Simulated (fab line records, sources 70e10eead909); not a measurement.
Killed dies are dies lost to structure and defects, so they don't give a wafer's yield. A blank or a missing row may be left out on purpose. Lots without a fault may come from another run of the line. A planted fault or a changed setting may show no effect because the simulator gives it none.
fab line records | flow nand_harc
record lots=5 wafers=15 last_day=25
route steps=1159 shown P_ZERO_WELL@14 END@1159
lots that met no fault: from a run of the same line without faults
start_h: hours from the record's first day to the start of the lot's first wafer shown | wait_h: hours since the lot's step before | " the same as in the row above | L1.1+2: a row that stands for several wafers | - no value, or no start given | * or withheld: withheld | < > ~ a bound
route shown NAME@n: a module of which the file shows steps, and the number in the route of the first | usual: mean/standard deviation of fault-free wafers | same: alike in all rows | chamber/n: place in a boat | sites: the reading at each site | _std_site: their standard deviation | _edge_site: outer sites' mean less inner sites' | radius_mm: how far each site lies from the wafer's centre | mask NAME#n: copy n | behind: the tool/chamber that last shaped the wafer | hold: why the lot was held/for how many hours/how that ended | device: the transistor (n, p or np) that didn't switch | end of line: the same wafers' tests at the end of the route | a step without rows: its recipe alone | killed: dies lost to structure and defects at the first sort, not the wafer's yield | map: a wafer's dies, x killed, . not, _ none there
set.NAME: the setting as run; set.NAME@STEP: as run at that earlier step | model.NAME: the simulator's own value behind a step, which no gauge read
lots at some steps of the route; a table a step, a row a wafer
services: from which hour (start_h, from the record's first day; less than 0 if before it) a tool's chamber was out of use, for how many hours, and why
## steps
# step NHARC_P_ZERO_WELL_CD_MEAS_11
# recipe target_cd_nm=500 landing_energy_ev=500
# usual cd_nm=500.9/1.7
# columns lot.wafer tool chamber start_h wait_h cd_nm
L296.2 cd_sem-01 0 31.24 - 500.6
L296.3 " 0 " " 502.1
L296.4 " 0 " " 501.2
L298.2 cd_sem-02 0 43.25 - 502.0
L298.3 " 0 " " 503.3
L298.5 " 0 " " 502.3
L309.3 cd_sem-03 0 109.11 - 502.0
L309.5 " 0 " " 498.4
L309.6 " 0 " " 499.2
L313.1 cd_sem-02 0 133.24 - 503.5
L313.2 " 0 " " 499.3
L313.5 " 0 " " 502.9
L316.2 cd_sem-01 0 151.25 - 499.9
L316.4 " 0 " " 499.9
L316.5 " 0 " " 502.6
# step NHARC_P_ZERO_WELL_HARDBAKE_12
# recipe temp_c=118 time_s=65
# step NHARC_P_ZERO_WELL_DESCUM_13
# recipe time_s=3 o2_flow_sccm=200 ar_flow_sccm=0 bias_power_w=0 chemistry=O2
# usual drypump_motor_current_A=5.8/0.35 oes_product_au=0.998/0.01 rf_vpp_V=57.9/0.9 showerhead_plenum_p_Torr=1.94/0.089 throttle_valve_pct=11.311/0.0087
# same bias_power_w=0
# columns lot.wafer tool chamber start_h wait_h drypump_motor_current_A oes_product_au rf_hours_counter_h rf_vpp_V showerhead_plenum_p_Torr throttle_valve_pct
L296.3 rie_diel-07 1 31.39 - 5.5 0.993 8 57.5 1.90 11.322
L296.2 " 2 " " 6.4 0.990 11 57.9 1.97 11.309
L296.4 " 0 " " 5.2 1.014 12 58.2 1.91 11.313
L298.3 rie_diel-07 2 43.42 - 6.4 0.985 12 57.2 1.97 11.306
L298.2 " 3 " " 6.1 1.020 12 56.2 1.83 11.301
L298.5 " 2 " " 6.4 0.999 - 59.3 1.97 11.311
L309.3 rie_diel-09 1 109.26 - 6.1 1.003 0 59.2 2.04 11.320
L309.5 " 1 " " 6.1 0.998 - 56.6 2.04 11.307
L309.6 " 2 " " 5.3 0.996 - 57.3 1.81 11.288
L313.2 rie_diel-02 3 133.40 - 5.6 1.002 11 59.0 1.88 11.320
L313.1 " 2 " " 5.5 0.987 9 58.6 2.03 11.299
L313.5 " 0 " " 5.7 0.997 - 57.3 2.01 11.315
L316.2 rie_diel-09 1 151.41 - 6.1 1.002 3 58.0 2.04 11.308
L316.4 " 2 " " 5.3 1.003 2 57.0 1.81 11.333
L316.5 " 2 " " 5.3 1.005 - 56.6 1.81 11.305
# step NHARC_P_ZERO_WELL_ETCH_65
# recipe target_depth_a=800 overetch_a=240 time_s=87.88 ion_energy_ev=200 n2_flow_sccm=150 h2_flow_sccm=150 ar_flow_sccm=0 rf_w=400 bias_w=150 chemistry=N2/H2
# usual drypump_motor_current_A=5.8/0.35 n2_flow_sccm=149.9/0.42 oes_product_au=0.998/0.0098 rf_vpp_V=431.2/2.8 showerhead_plenum_p_Torr=2.07/0.096 throttle_valve_pct=14.171/0.0093
# columns lot.wafer tool chamber start_h wait_h drypump_motor_current_A n2_flow_sccm oes_product_au rf_hours_counter_h rf_vpp_V showerhead_plenum_p_Torr throttle_valve_pct
L296.4 rie_diel-07 3 31.48 0.1 6.1 149.6 1.013 11 427.7 1.95 14.176
L296.3 " 0 " " 5.2 148.9 1.026 12 430.6 2.04 14.177
L296.2 " 1 " " 5.5 150.2 0.999 8 430.6 2.03 14.159
L298.3 rie_diel-07 2 43.50 0.1 6.4 149.6 0.980 12 432.8 2.10 14.179
L298.2 " 1 " " 5.5 150.8 0.984 9 431.3 2.03 14.171
L298.5 " 3 " " 6.1 149.6 1.005 - 428.4 1.95 14.171
L309.3 rie_diel-09 2 109.37 0.1 5.3 149.6 0.995 0 427.8 1.93 14.161
L309.6 " 3 " " 6.0 150.1 1.021 - 430.3 2.08 14.166
L309.5 " 0 " " 6.2 149.7 0.998 - 434.4 2.16 14.162
L313.2 rie_diel-02 0 133.50 0.1 5.7 149.7 0.988 9 432.0 2.14 14.174
L313.1 " 3 " " 5.6 149.8 0.991 11 428.4 2.00 14.177
L313.5 " 3 " " 5.6 149.6 0.995 - 429.7 2.00 14.164
L316.4 rie_diel-09 2 151.50 0.1 5.3 149.8 1.016 2 426.5 1.93 14.157
L316.2 " 0 " " 6.2 150.5 1.007 3 435.0 2.16 14.166
L316.5 " 1 " " 6.1 150.1 1.013 - 433.9 2.18 14.173
# step NHARC_P_ZERO_WELL_ETCH_62
# recipe target_depth_a=130 time_s=6.5 chf3_flow_sccm=50 ar_flow_sccm=200 rf_w=500 bias_w=200 chemistry=CHF3/Ar
# usual drypump_motor_current_A=5.8/0.35 oes_product_au=0.962/0.017 rf_vpp_V=371.2/2.5 showerhead_plenum_p_Torr=2.37/0.1 throttle_valve_pct=20.217/0.0095
# columns lot.wafer tool chamber start_h wait_h drypump_motor_current_A oes_product_au rf_hours_counter_h rf_vpp_V showerhead_plenum_p_Torr throttle_valve_pct
L296.4 rie_diel-07 0 - - 5.2 0.935 12 369.6 2.35 20.213
L296.2 " 1 " " 5.5 0.920 8 372.0 2.33 20.216
L296.3 " 2 " " 6.3 0.924 11 371.2 2.41 20.210
L298.3 rie_diel-07 3 - - 6.1 0.992 12 368.5 2.25 20.213
L298.2 " 0 " " 5.1 0.989 12 369.5 2.35 20.218
L298.5 " 3 " " 6.2 0.992 - 368.7 2.25 20.225
L309.3 rie_diel-09 2 - - 5.3 0.970 0 367.4 2.22 20.223
L309.6 " 2 " " 5.3 0.964 - 366.9 2.22 20.229
L309.5 " 3 " " 6.0 0.989 - 372.4 2.39 20.211
L313.1 rie_diel-02 0 - - 5.6 0.967 9 373.7 2.45 20.225
L313.2 " 2 " " 5.5 0.940 9 374.8 2.48 20.203
L313.5 " 3 " " 5.6 0.954 - 369.3 2.30 20.224
L316.2 rie_diel-09 1 - - 6.1 0.965 3 375.4 2.50 20.227
L316.4 " 2 " " 5.2 0.971 2 368.8 2.22 20.193
L316.5 " 0 " " 6.2 0.985 - 373.6 2.47 20.229
# step NHARC_P_ZERO_WELL_ETCH_63
# recipe target_depth_a=1200 time_s=40.1 hbr_flow_sccm=150 cl2_flow_sccm=50 rf_w=400 icp_w=400 bias_w=100 chemistry=HBr/Cl2
# usual drypump_motor_current_A=6.0/0.46 oes_product_au=1.000/0.011 throttle_valve_pct=26.406/0.0089
# columns lot.wafer tool chamber start_h wait_h drypump_motor_current_A oes_product_au rf_hours_counter_h throttle_valve_pct
L296.2 rie_si-03 3 31.66 - 6.6 0.993 0.5 26.411
L296.3 " 0 " " 6.4 0.999 0.5 26.403
L296.4 " 1 " " 5.4 0.995 0.5 26.414
L298.3 rie_si-03 1 43.70 - 5.4 0.995 0.5 26.406
L298.2 " 2 " " 6.0 1.020 0.5 26.406
L298.5 " 0 " " 6.4 1.000 - 26.413
L309.3 rie_si-04 0 109.56 - 6.5 1.001 0.0 26.404
L309.6 " 1 " " 6.4 1.002 - 26.401
L309.5 " 2 " " 5.4 1.019 - 26.402
L313.1 rie_si-03 0 133.70 - 6.4 0.996 1.3 26.420
L313.2 " 1 " " 5.4 1.004 1.1 26.413
L313.5 " 0 " " 6.4 0.997 - 26.392
L316.2 rie_si-04 0 151.70 - 6.5 0.999 0.2 26.394
L316.4 " 2 " " 5.4 1.009 0.3 26.421
L316.5 " 0 " " 6.5 1.005 - 26.400
# step NHARC_P_ZERO_WELL_STRIP_15
# recipe time_s=900 temp_c=130 chemistry=SPM
# step NHARC_P_ZERO_WELL_DEHYDRATE_16
# recipe temp_c=150 time_s=120
# step NHARC_P_ZERO_WELL_HMDS_17
# recipe time_s=30
# step NHARC_P_ZERO_WELL_COAT_18
# recipe spin_rpm=withheld
# step NHARC_P_ZERO_WELL_SOFTBAKE_19
# recipe temp_c=122 time_s=95
# step NHARC_P_ZERO_WELL_EBR_20
# step NHARC_P_ZERO_WELL_EXPOSE_21
# recipe na=0.6 target_cd_nm=720 dose_mj=22.31 mask_id=P_NWELL
# columns lot.wafer tool chamber start_h wait_h mask
L296.2+3+4 krf_scanner-03 0 32.43 - P_NWELL#0
L298.2+3+5 krf_scanner-01 0 44.34 - P_PWELL#0
L309.3+5+6 krf_scanner-01 0 110.31 - P_NWELL#0
L313.1+2+5 krf_scanner-03 0 134.34 - P_NWELL#0
L316.2+4+5 krf_scanner-04 0 152.34 - P_NWELL#0
# step NHARC_P_ZERO_WELL_PEB_22
# recipe peb_temp_c=118 peb_time_s=85
# step NHARC_P_ZERO_WELL_DEVELOP_23
# recipe time_s=70
# step NHARC_P_ZERO_WELL_CD_MEAS_24
# recipe target_cd_nm=720 landing_energy_ev=500
# usual cd_nm=719.7/1.6
# columns lot.wafer tool chamber start_h wait_h cd_nm
L296.2 cd_sem-01 0 32.58 - 718.4
L296.3 " 0 " " 717.3
L296.4 " 0 " " 719.8
L298.2 cd_sem-01 0 44.49 - -
L298.3 " 0 " " -
L298.5 " 0 " " -
L309.3 cd_sem-01 0 110.46 - 721.3
L309.5 " 0 " " 721.8
L309.6 " 0 " " 720.4
L313.1 cd_sem-03 0 134.49 - 719.2
L313.2 " 0 " " 717.8
L313.5 " 0 " " 718.7
L316.2 cd_sem-03 0 152.49 - 722.1
L316.4 " 0 " " 720.9
L316.5 " 0 " " 720.3
# step NHARC_P_ZERO_WELL_HARDBAKE_25
# recipe temp_c=125 time_s=80
# step NHARC_END_SORT_01
# recipe temp_c=25
# usual killed_at_array=26/11 killed_at_other=0.4/0.78 killed_at_periphery=3.4/2.4 killed_dies=29/11 killed_open=3.1/1.9 killed_short=1.9/1.4
# same gross_dies=677
# columns lot.wafer tool chamber start_h wait_h killed_at_array killed_at_other killed_at_periphery killed_dies killed_open killed_short
L298.2 prober-02 0 529.65 2.8 12 1 664 677 1 0
L298.3 prober-02 0 530.45 3.1 20 1 656 677 2 1
L298.5 prober-02 0 532.06 3.7 22 1 654 677 4 2
L309.3 prober-02 0 577.42 3.1 20 0 4 24 1 2
L309.5 prober-02 0 578.99 3.6 28 1 10 39 6 3
L309.6 prober-02 0 579.78 3.9 34 0 7 41 2 2
L313.1 prober-01 0 583.39 2.5 37 0 6 43 4 3
L313.2 prober-01 0 584.20 2.8 22 0 4 26 3 4
L313.5 prober-01 0 586.63 3.7 19 0 7 26 4 1
L316.2 prober-01 0 607.67 2.8 20 0 2 22 3 3
L316.4 prober-01 0 609.26 3.4 23 1 5 29 1 2
L316.5 prober-01 0 610.06 3.7 18 3 1 22 2 2
# killed by level:class
L298.2 P_ZERO_WELL:area_expose=664 A_SLIT:chamber_film_flake=5 A_STAIRCASE:chamber_film_flake=3 A_CHANNEL_HOLE_D1:chamber_film_flake=2 A_CONTACT:chamber_film_flake=2 STARTING-WAFER:geometric_particle:open=1
L298.3 P_ZERO_WELL:area_expose=653 A_SLIT:chamber_film_flake=15 A_STAIRCASE:chamber_film_flake=2 P_GATE:geometric_particle:short=1 P_GATE:geometric_particle:open=1 A_CHANNEL_FILL_D1:geometric_particle:open=1 P_ZERO_WELL:chamber_film_flake=1 A_CONTACT:chamber_film_flake=1
L298.5 P_ZERO_WELL:area_expose=649 A_SLIT:chamber_film_flake=11 P_CONTACT:chamber_film_flake=4 A_CONTACT:geometric_particle:open=3 A_CHANNEL_HOLE_D1:chamber_film_flake=2 A_CONTACT:chamber_film_flake=2 A_CHANNEL_HOLE_D1:geometric_particle:open=1 A_SGD_CUT:geometric_particle:short=1
L309.3 A_CONTACT:chamber_film_flake=9 A_SLIT:chamber_film_flake=4 A_CHANNEL_HOLE_D1:chamber_film_flake=3 P_GATE:chamber_film_flake=2 P_GATE:geometric_particle:open=1 A_ONON_D1:geometric_particle:short=1 A_WL_FILL:geometric_particle:short=1 P_M2:chamber_film_flake=1
L309.5 A_CONTACT:chamber_film_flake=11 A_SLIT:chamber_film_flake=7 P_M2:chamber_film_flake=6 P_GATE:geometric_particle:short=2 A_CHANNEL_FILL_D1:geometric_particle:open=2 A_CONTACT:geometric_particle:open=2 A_STAIRCASE:chamber_film_flake=2 P_CONTACT:geometric_particle:open=1
L309.6 A_SLIT:chamber_film_flake=20 A_CONTACT:chamber_film_flake=6 P_M2:chamber_film_flake=5 A_CHANNEL_HOLE_D1:chamber_film_flake=4 A_WL_FILL:geometric_particle:short=2 P_ZERO_WELL:chamber_film_flake=2 A_ONON_D1:geometric_particle:open=1 A_M0:geometric_particle:open=1
L313.1 A_SLIT:chamber_film_flake=21 A_CONTACT:chamber_film_flake=6 A_CHANNEL_HOLE_D1:chamber_film_flake=3 A_CONTACT:geometric_particle:open=2 P_STI:chamber_film_flake=2 P_M1:chamber_film_flake=2 P_GATE:geometric_particle:open=1 P_M0:geometric_particle:short=1
L313.2 A_CONTACT:chamber_film_flake=7 A_SLIT:chamber_film_flake=5 A_M0:geometric_particle:short=2 P_GATE:chamber_film_flake=2 A_CHANNEL_HOLE_D1:chamber_film_flake=2 P_CONTACT:geometric_particle:short=1 A_CHANNEL_FILL_D1:geometric_particle:short=1 A_WL_FILL:geometric_particle:open=1
L313.5 A_SLIT:chamber_film_flake=6 P_M1:chamber_film_flake=4 A_CHANNEL_HOLE_D1:chamber_film_flake=4 A_CONTACT:chamber_film_flake=3 P_STI:chamber_film_flake=2 P_M0:geometric_particle:open=1 A_ONON_D1:geometric_particle:short=1 A_CHANNEL_FILL_D1:geometric_particle:open=1
L316.2 A_CHANNEL_HOLE_D1:chamber_film_flake=8 A_CONTACT:chamber_film_flake=6 A_WL_FILL:geometric_particle:short=2 P_M1:geometric_particle:open=1 A_WL_FILL:geometric_particle:open=1 A_CONTACT:geometric_particle:open=1 A_CONTACT:geometric_particle:short=1 P_ZERO_WELL:chamber_film_flake=1
L316.4 A_CHANNEL_HOLE_D1:chamber_film_flake=12 P_STI:chamber_film_flake=5 A_CONTACT:chamber_film_flake=4 A_STAIRCASE:chamber_film_flake=3 A_ONON_D1:geometric_particle:short=1 A_WL_FILL:geometric_particle:short=1 A_M1:geometric_particle:open=1 A_CHANNEL_FILL_D1:chamber_film_flake=1
L316.5 A_CHANNEL_HOLE_D1:chamber_film_flake=11 THIN_TSV:chamber_film_flake=2 A_ONON_D1:geometric_particle:open=1 A_SGD_CUT:geometric_particle:short=1 A_M1:geometric_particle:open=1 STARTING-WAFER:geometric_particle:short=1 P_STI:chamber_film_flake=1 A_STAIRCASE:chamber_film_flake=1
# map L298.2 (x killed, . not)
____________x____________
_________xxxxxxx_________
_______xxxxxxxxxxx_______
______xxxxxxxxxxxxx______
_____xxxxxxxxxxxxxxx_____
____xxxxxxxxxxxxxxxxx____
____xxxxxxxxxxxxxxxxx____
___xxxxxxxxxxxxxxxxxxx___
___xxxxxxxxxxxxxxxxxxx___
__xxxxxxxxxxxxxxxxxxxxx__
__xxxxxxxxxxxxxxxxxxxxx__
_xxxxxxxxxxxxxxxxxxxxxxx_
_xxxxxxxxxxxxxxxxxxxxxxx_
_xxxxxxxxxxxxxxxxxxxxxxx_
_xxxxxxxxxxxxxxxxxxxxxxx_
_xxxxxxxxxxxxxxxxxxxxxxx_
xxxxxxxxxxxxxxxxxxxxxxxxx
xxxxxxxxxxxxxxxxxxxxxxxxx
xxxxxxxxxxxxxxxxxxxxxxxxx
xxxxxxxxxxxxxxxxxxxxxxxxx
xxxxxxxxxxxxxxxxxxxxxxxxx
_xxxxxxxxxxxxxxxxxxxxxxx_
_xxxxxxxxxxxxxxxxxxxxxxx_
_xxxxxxxxxxxxxxxxxxxxxxx_
_xxxxxxxxxxxxxxxxxxxxxxx_
_xxxxxxxxxxxxxxxxxxxxxxx_
__xxxxxxxxxxxxxxxxxxxxx__
__xxxxxxxxxxxxxxxxxxxxx__
___xxxxxxxxxxxxxxxxxxx___
___xxxxxxxxxxxxxxxxxxx___
____xxxxxxxxxxxxxxxxx____
____xxxxxxxxxxxxxxxxx____
_____xxxxxxxxxxxxxxx_____
______xxxxxxxxxxxxx______
_______xxxxxxxxxxx_______
_________xxxxxxx_________
____________x____________
# map L309.6 (x killed, . not)
____________.____________
_________......._________
_______..........._______
______............x______
_____..............._____
____.................____
____.................____
___..................x___
___...................___
__....................x__
__....................x__
_......................x_
_......................._
_...x.....x............._
_......................._
_......................._
.........................
................x..x.....
.........x...x..x.x......
..........x......x..x....
.........x.....xx........
_..............xxxx...x._
_........x........x.x..._
_...............xx.x...._
_..............xxx......_
_..............x.xxx...._
__.....................__
__...x.................__
___......x.....x......___
___...................___
____...x.............____
____.................____
_____..............._____
______.............______
_______..........._______
_________......._________
____________.____________
## services
# columns tool chamber start_h hours kind
rie_diel-07 3 9.38 3.3 repair
krf_scanner-04 - 11.02 6.6 repair
rie_diel-02 - 22.88 0.4 repair
rie_diel-07 0 30.27 - clean
rie_diel-07 1 30.27 - clean
rie_diel-07 2 30.27 - clean
rie_si-04 1 34.75 3.1 repair
rie_diel-07 - 51.20 9.0 pm
rie_diel-02 1 61.89 1.7 repair
rie_diel-02 - 65.40 0.4 repair
rie_diel-09 - 77.10 9.0 pm
krf_scanner-01 - 84.00 4.0 pm
rie_si-04 - 99.00 9.0 pm
rie_diel-02 3 100.88 1.5 repair
rie_diel-02 - 109.02 3.3 repair
krf_scanner-01 - 125.89 51.0 repair
krf_scanner-04 - 126.00 4.0 pm
rie_diel-07 3 127.61 2.2 repair
rie_diel-02 1 129.41 9.7 repair
krf_scanner-04 - 133.76 1.4 repair
rie_diel-09 2 134.99 1.8 repair
rie_diel-02 2 136.05 7.4 repair
rie_diel-09 2 141.75 3.5 repair
rie_diel-02 - 150.70 9.0 pm
## key
first_sign step=NHARC_P_ZERO_WELL_EXPOSE_21 reading=mask direction=changed
effect step=NHARC_P_ZERO_WELL_CD_MEAS_24 reading=cd_nm direction=missing
effect step=NHARC_END_SORT_01 reading=killed_at_periphery direction=up sigmas=99+ usual=3.4 struck=658
more_kills_born_at NHARC_P_ZERO_WELL_EXPOSE_21@krf_scanner-01=1966
met_at NHARC_P_ZERO_WELL_EXPOSE_21
struck_wafers L298.2,L298.3,L298.5
later_rows_left_out L298.2,L298.3,L298.5
tester_left_out L298
fault kind=wrong_mask tool=any chamber=- onset_h=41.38 steps=NHARC_P_ZERO_WELL_EXPOSE_21 aux_copy=P_PWELL#0 scope=struck_lots_only
# tester_left_out: of these lots the tester's yield and bins aren't shown, on N5 and GAA mostly nor the transistor test; their killed dies are dies lost to structure and defects alone, not to doping, threshold or leakage, so they don't give the yield
# later_rows_left_out: the simulator's readings of these wafers behind a module that went badly wrong aren't trusted and aren't shown, but for the sort
